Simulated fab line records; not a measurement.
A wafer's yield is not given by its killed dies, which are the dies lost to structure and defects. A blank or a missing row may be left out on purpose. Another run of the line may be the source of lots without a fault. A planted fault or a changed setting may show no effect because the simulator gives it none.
fab line records -- flow nandHarc
record lots=6, wafers=18, lastDay=32
route steps=1302 shown THIN_TSV@1283
lots untouched by any fault: they come from a run of this same line in which no faults occurred
startH: start of the lot's first displayed wafer, in hours after the record's first day -- waitH: how many hours have passed since the lot's step before this one -- " unchanged from the row above -- L1.1+2: a single row standing in for several wafers -- - value missing, or start not given -- * or withheld: withheld -- < > ~ a bound
route shown NAME@n: a module of which the file shows steps, and the number in the route of the first -- usual: mean and standard deviation over wafers with no fault -- same: alike in all rows -- chamber/n: place in a boat -- sites: readings site by site -- _std_site: the standard deviation of these -- _edge_site: mean of outer sites minus mean of inner sites -- radiusMm: for every site, how far away it sits from the centre of the wafer -- mask NAME#n: copy n -- behind: tool/chamber where the wafer was last shaped -- hold: the reason the lot was held/the length of the hold in hours/how it ended -- device: the transistor (n, p or np) that didn't switch -- end of line: at the end of the route, the tests of the same wafers -- a step given without rows: its recipe and nothing more -- killed: at the first sort, the dies lost to defects and structure; wafer yield is something else -- map: shows each die of a wafer: x if killed, . if not, _ if none is there
set.NAME: the setting the step ran with; set.NAME@STEP: the setting that earlier step ran with -- model.NAME: the simulator's own value behind a step, which no gauge read
a table for each step, a row for each wafer; lots at some steps of the route
services: when a tool's chamber went out of use (startH, in hours from the record's first day, below 0 if earlier), for how many hours, and the reason
## steps
# step NHARC_THIN_TSV_DEHYDRATE_25
# recipe tempC=150, timeS=120
# step NHARC_THIN_TSV_HMDS_26
# recipe timeS=30
# step NHARC_THIN_TSV_COAT_27
# recipe spinRpm=*
# step NHARC_THIN_TSV_SOFTBAKE_28
# recipe tempC=122, timeS=95
# step NHARC_THIN_TSV_EBR_29
# step NHARC_THIN_TSV_EXPOSE_30
# recipe na=0.55, doseMj=11.47, maskId=PAD
# step NHARC_THIN_TSV_PEB_31
# recipe pebTempC=118, pebTimeS=85
# step NHARC_THIN_TSV_DEVELOP_32
# recipe timeS=70
# step NHARC_THIN_TSV_CD_MEAS_33
# recipe targetCdNm=5000, landingEnergyEv=500
# usual cdNm=4999.1/2.1
lot.wafer,tool,chamber,startH,waitH,cdNm
L525.2,cdSem-01,0,601.21,-,4998.9
L525.4,cdSem-01,0,601.21,-,4996.3
L525.5,cdSem-01,0,601.21,-,4999.4
L529.1,cdSem-03,0,627.77,-,5000.1
L529.2,cdSem-03,0,627.77,-,4999.7
L529.4,cdSem-03,0,627.77,-,4997.4
L533.3,cdSem-01,0,658.70,-,5002.4
L533.4,cdSem-01,0,658.70,-,5002.0
L533.5,cdSem-01,0,658.70,-,5000.2
L532.4,cdSem-03,0,666.06,-,5000.9
L532.5,cdSem-03,0,666.06,-,5001.1
L532.6,cdSem-03,0,666.06,-,4999.4
L541.1,cdSem-02,0,754.80,-,5000.9
L541.3,cdSem-02,0,754.80,-,4997.0
L541.6,cdSem-02,0,754.80,-,5000.4
L544.4,cdSem-01,0,762.61,-,4997.8
L544.5,cdSem-01,0,762.61,-,4995.9
L544.6,cdSem-01,0,762.61,-,4999.2
# step NHARC_THIN_TSV_HARDBAKE_34
# recipe tempC=125, timeS=80
# step NHARC_THIN_TSV_DESCUM_35
# recipe timeS=3, o2FlowSccm=200, arFlowSccm=0, biasPowerW=0, chemistry=O2
# usual drypumpMotorCurrentA=5.7/0.31, oesProductAu=0.997/0.014, rfVppV=57.8/0.98, showerheadPlenumPTorr=1.92/0.08, throttleValvePct=11.311/0.0096
lot.wafer,tool,chamber,startH,waitH,drypumpMotorCurrentA,oesProductAu,rfHoursCounterH,rfVppV,showerheadPlenumPTorr,throttleValvePct
L525.2,rieDiel-01,0,601.40,-,5.2,1.019,1.0,56.8,1.88,11.316
L525.4,rieDiel-01,1,601.40,-,5.8,0.991,0.9,58.5,2.03,11.319
L525.5,rieDiel-01,2,601.40,-,5.8,1.001,-,57.7,1.92,11.307
L529.4,rieDiel-01,2,627.93,-,5.8,0.998,2.3,58.2,1.92,11.308
L529.1,rieDiel-01,3,627.93,-,5.9,1.012,1.2,56.2,1.79,11.318
L529.2,rieDiel-01,1,627.93,-,5.8,0.992,2.2,58.2,2.03,11.299
L533.3,rieDiel-11,1,658.86,-,6.1,0.979,3.2,57.9,1.89,11.322
L533.4,rieDiel-11,2,658.86,-,5.9,1.005,2.4,57.6,1.90,11.294
L533.5,rieDiel-11,2,658.86,-,5.8,1.008,-,58.6,1.90,11.326
L532.4,rieDiel-01,3,666.23,-,5.9,1.009,2.7,57.3,1.79,11.313
L532.6,rieDiel-01,2,666.23,-,5.7,0.993,-,56.7,1.92,11.301
L532.5,rieDiel-01,3,666.23,-,5.9,1.016,-,56.7,1.79,11.311
L541.3,rieDiel-11,3,754.96,-,5.3,0.999,7.5,56.8,2.02,11.315
L541.1,rieDiel-11,2,754.96,-,5.9,0.996,7.9,57.3,1.90,11.317
L541.6,rieDiel-11,3,754.96,-,5.3,1.006,-,57.4,2.02,11.307
L544.4,rieDiel-01,3,762.80,-,5.8,0.987,2.1,57.8,1.78,11.308
L544.6,rieDiel-01,0,762.80,-,5.2,0.997,-,57.7,1.88,11.308
L544.5,rieDiel-01,1,762.80,-,5.8,0.983,-,58.5,2.03,11.298
# step NHARC_THIN_TSV_ETCH_59
# recipe targetDepthA=8800, icpW=900, biasW=100, Cl2_flow_sccm=60, bcl3FlowSccm=30, timeS=138.1, chemistry=Cl2/BCl3
# usual bcl3FlowSccm=29.99/0.091, biasW=100.04/0.3, drypumpMotorCurrentA=5.7/0.4, heBacksideLeakSccm=3.3/0.3, oesProductAu=1.004/0.011, throttleValvePct=22.265/0.0097
lot.wafer,tool,chamber,startH,waitH,bcl3FlowSccm,biasW,drypumpMotorCurrentA,heBacksideLeakSccm,oesProductAu,rfHoursCounterH,throttleValvePct
L525.2,rieMetal-03,0,601.53,0.1,30.10,100.22,5.0,3.0,0.996,1.5,22.257
L525.4,rieMetal-03,1,601.53,0.1,30.05,100.00,5.1,3.3,1.008,-,22.268
L525.5,rieMetal-03,1,601.53,0.1,30.05,100.39,5.1,3.3,1.005,-,22.260
L529.2,rieMetal-01,1,628.06,0.1,29.98,99.99,5.7,3.2,1.025,0.5,22.261
L529.1,rieMetal-01,0,628.06,0.1,30.03,99.85,6.1,3.3,1.008,0.5,22.270
L529.4,rieMetal-01,0,628.06,0.1,30.06,100.03,6.1,3.2,1.018,-,22.263
L533.4,rieMetal-01,1,659.05,0.2,30.05,99.86,5.7,3.3,1.002,-,22.263
L533.3,rieMetal-01,0,659.05,0.2,30.10,100.24,6.1,3.3,0.987,-,22.260
L533.5,rieMetal-01,1,659.05,0.2,30.14,99.87,5.7,3.3,1.008,-,22.282
L532.4,rieMetal-01,1,666.42,0.2,29.92,100.72,5.7,3.2,1.024,-,22.261
L532.5,rieMetal-01,1,666.42,0.2,29.96,100.77,5.7,3.2,1.010,-,22.271
L532.6,rieMetal-01,0,666.42,0.2,29.98,100.28,6.1,3.2,1.006,-,22.256
L541.1,rieMetal-02,1,755.09,0.1,29.89,100.47,5.9,3.5,1.005,2.3,22.249
L541.3,rieMetal-02,0,755.09,0.1,29.98,99.82,6.0,3.0,1.009,-,22.260
L541.6,rieMetal-02,0,755.09,0.1,30.01,99.80,6.0,3.0,1.007,-,22.263
L544.4,rieMetal-02,0,763.00,0.2,30.02,99.99,6.0,3.1,1.010,-,22.264
L544.5,rieMetal-02,1,763.00,0.2,29.84,99.66,5.9,3.5,1.013,-,22.276
L544.6,rieMetal-02,0,763.00,0.2,29.88,99.96,6.0,3.2,1.021,-,22.268
# step NHARC_THIN_TSV_ETCH_36
# recipe targetDepthA=650, overEtchFrac=0.3, timeS=18.571, ionEnergyEv=150, chemistry=Cl2/BCl3
# usual chamberPressureMTorr=10.000/0.008, drypumpMotorCurrentA=5.7/0.4, heBacksideLeakSccm=3.27/0.25, oesProductAu=1.006/0.0097
lot.wafer,tool,chamber,startH,waitH,chamberPressureMTorr,drypumpMotorCurrentA,heBacksideLeakSccm,oesProductAu,rfHoursCounterH
L525.2,rieMetal-03,1,601.76,0.2,9.996,5.1,3.49,1.009,1.6
L525.4,rieMetal-03,0,601.76,0.2,9.999,5.0,3.43,0.991,-
L525.5,rieMetal-03,1,601.76,0.2,10.006,5.1,3.51,1.003,-
L529.2,rieMetal-01,1,628.32,0.2,10.008,5.7,3.13,1.012,0.7
L529.1,rieMetal-01,0,628.32,0.2,10.013,6.1,4.18,0.999,0.7
L529.4,rieMetal-01,1,628.32,0.2,9.987,5.7,3.18,1.023,-
L533.4,rieMetal-01,1,659.25,0.2,-,-,-,-,-
L533.3,rieMetal-01,0,659.25,0.2,-,-,-,-,-
L533.5,rieMetal-01,1,659.25,0.2,-,-,-,-,-
L532.4,rieMetal-01,1,666.62,0.2,-,-,-,-,-
L532.5,rieMetal-01,1,666.62,0.2,-,-,-,-,-
L532.6,rieMetal-01,0,666.62,0.2,-,-,-,-,-
L541.1,rieMetal-02,0,755.35,0.2,10.002,6.0,3.03,1.017,2.5
L541.3,rieMetal-02,0,755.35,0.2,10.007,6.0,3.08,1.023,-
L541.6,rieMetal-02,1,755.35,0.2,10.008,6.0,3.59,1.007,-
L544.4,rieMetal-02,1,763.16,0.1,10.011,5.9,3.24,1.005,-
L544.5,rieMetal-02,1,763.16,0.1,10.001,5.9,3.31,1.007,-
L544.6,rieMetal-02,0,763.16,0.1,9.996,6.0,3.00,1.009,-
# step NHARC_THIN_TSV_STRIP_56
# recipe powerW=1500, tempC=250, chemistry=O2
# usual drypumpMotorCurrentA=5.4/0.45, heaterPowerW=353/17, tempC=249.99/0.16
lot.wafer,tool,chamber,startH,waitH,drypumpMotorCurrentA,heaterPowerW,rfHoursCounterH,tempC
L525.2,plasmaAsher-02,1,601.90,0.1,5.9,335,37,249.97
L525.4,plasmaAsher-02,0,601.90,0.1,5.9,391,-,250.22
L525.5,plasmaAsher-02,1,601.90,0.1,5.9,330,-,250.16
L529.2,plasmaAsher-02,1,628.41,0.1,5.9,337,3,250.18
L529.1,plasmaAsher-02,0,628.41,0.1,5.9,366,3,249.97
L529.4,plasmaAsher-02,1,628.41,0.1,5.9,337,-,250.17
L533.4,plasmaAsher-01,0,659.43,0.2,5.2,357,-,249.50
L533.3,plasmaAsher-01,1,659.43,0.2,4.8,339,-,249.99
L533.5,plasmaAsher-01,1,659.43,0.2,4.8,345,-,249.92
L532.4,plasmaAsher-01,0,666.85,0.2,5.2,366,-,249.86
L532.5,plasmaAsher-01,1,666.85,0.2,4.8,343,-,249.99
L532.6,plasmaAsher-01,0,666.85,0.2,5.2,370,-,250.02
L541.1,plasmaAsher-01,1,755.50,0.1,4.8,349,11,250.17
L541.3,plasmaAsher-01,0,755.50,0.1,5.2,376,-,250.00
L541.6,plasmaAsher-01,1,755.50,0.1,4.8,346,-,250.23
L544.4,plasmaAsher-01,0,763.40,0.2,5.2,369,-,249.82
L544.5,plasmaAsher-01,1,763.40,0.2,4.8,336,-,249.99
L544.6,plasmaAsher-01,0,763.40,0.2,5.2,376,-,249.73
## services
tool,chamber,startH,hours,kind
rieMetal-01,0,584.00,-,clean
rieMetal-01,1,584.00,-,clean
rieDiel-01,0,591.30,-,clean
rieDiel-01,1,591.30,-,clean
rieDiel-01,2,591.30,-,clean
rieDiel-01,3,591.30,-,clean
plasmaAsher-02,-,603.30,9.0,pm
rieDiel-01,3,609.18,16.8,repair
rieDiel-01,0,615.80,-,clean
rieDiel-01,1,615.80,-,clean
rieDiel-01,2,615.80,-,clean
rieDiel-11,-,629.40,9.0,pm
rieMetal-02,-,631.00,9.0,pm
rieMetal-02,0,631.00,9.0,ventCycle
rieMetal-02,1,631.00,9.0,ventCycle
rieMetal-03,-,696.00,9.0,pm
plasmaAsher-01,-,696.39,9.0,pm
rieDiel-11,1,697.63,4.5,repair
rieDiel-01,-,734.80,9.0,pm
rieMetal-01,-,752.00,9.0,pm
rieMetal-01,0,752.00,9.0,ventCycle
rieMetal-01,1,752.00,9.0,ventCycle
rieMetal-01,0,761.00,-,clean
rieMetal-01,1,761.00,-,clean
## key
firstSign step=NHARC_THIN_TSV_ETCH_36, reading=toolRecord, direction=missing
effect none on later readings
metAt NHARC_THIN_TSV_ETCH_36
struckWafers L532.4,L532.5,L532.6,L533.3,L533.4,L533.5
laterRowsLeftOut L532.4,L532.5,L532.6,L533.3,L533.4,L533.5
sortLeftOut L532.4,L532.5,L532.6,L533.3,L533.4,L533.5
onsetBetween 628.32 659.25
fault kind=skippedStepWhole, tool=rieMetal-01, chamber=-, onsetH=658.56, steps=NHARC_THIN_TSV_ETCH_36, scope=struckLotsOnly
# sortLeftOut: the simulated sort isn't trusted on such a fault, so these wafers' sort isn't shown, and their yield isn't known
# laterRowsLeftOut: the simulator's readings of these wafers behind a module that went badly wrong aren't trusted and aren't shown, but for the sort
